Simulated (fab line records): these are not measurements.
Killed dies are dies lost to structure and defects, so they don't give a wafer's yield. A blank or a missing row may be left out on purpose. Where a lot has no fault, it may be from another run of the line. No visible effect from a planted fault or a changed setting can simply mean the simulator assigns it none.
Matching of chambers -- flow n5-finfet -- N5_GATE_CUT_CMP_61 on cmp-04: 4 sister chambers
The step polishes, stops on SiNx, t overpolish 3 s. 24 wafers are shown with their chamber, then 12 later ones without.

WAFERS PAIRED WITH THEIR CHAMBERS
wafer,chamber,motor-current-A (A)
L075.2,1,11.7
L075.5,2,10.6
L075.6,1,12.4
L077.2,3,14.8
L077.4,0,11.5
L077.6,0,11.5
L074.1,0,11.6
L074.3,1,12.1
L074.5,3,14.7
L080.2,3,14.7
L080.3,2,10.5
L080.6,1,12.5
L082.2,3,14.0
L082.4,1,12.0
L082.5,2,11.1
L084.1,3,14.4
L084.2,1,12.8
L084.4,2,10.4
L086.2,2,10.5
L086.4,1,12.2
L086.5,0,11.8
L089.2,3,14.1
L089.5,3,14.8
L089.6,2,10.8

SIGNATURES (means of the wafers above)
reading,chamber 0,chamber 1,chamber 2,chamber 3,scatter within a chamber
motor-current-A,11.600,12.243,10.650,14.500,0.304
Rule: a wafer's distance from a chamber is the root of the sum, over the readings, of the square of ((its reading less the chamber's mean) divided by the reading's scatter). The wafer belongs to the nearest chamber; if the next one is less than 2 further off, it can't be placed. The scatter is the square root of a quotient: the sum, over the shown wafers, of each reading's squared deviation from its chamber's mean, divided by wafers minus chambers.

WAFERS MISSING THEIR CHAMBER
wafer,motor-current-A (A)
L091.2,11.0
L091.5,10.7
L091.6,14.1
L094.2,12.2
L094.3,11.6
L094.5,12.9
L095.2,11.7
L095.4,10.4
L095.5,10.8
L096.1,10.2
L096.4,12.8
L096.6,10.7

WHICH CHAMBER EACH WENT THROUGH
wafer,from the rows above,in truth
L091.2,can't be placed: 2 or 0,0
L091.5,2,2
L091.6,3,3
L094.2,can't be placed: 1 or 0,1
L094.3,0,0
L094.5,1,1
L095.2,can't be placed: 0 or 1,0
L095.4,2,2
L095.5,2,2
L096.1,2,2
L096.4,1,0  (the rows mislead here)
L096.6,2,2
Placed correctly: 8 of 12. Unplaceable from these rows: 3, with the true chamber sitting among the candidates in 3. Wrongly placed: 1.
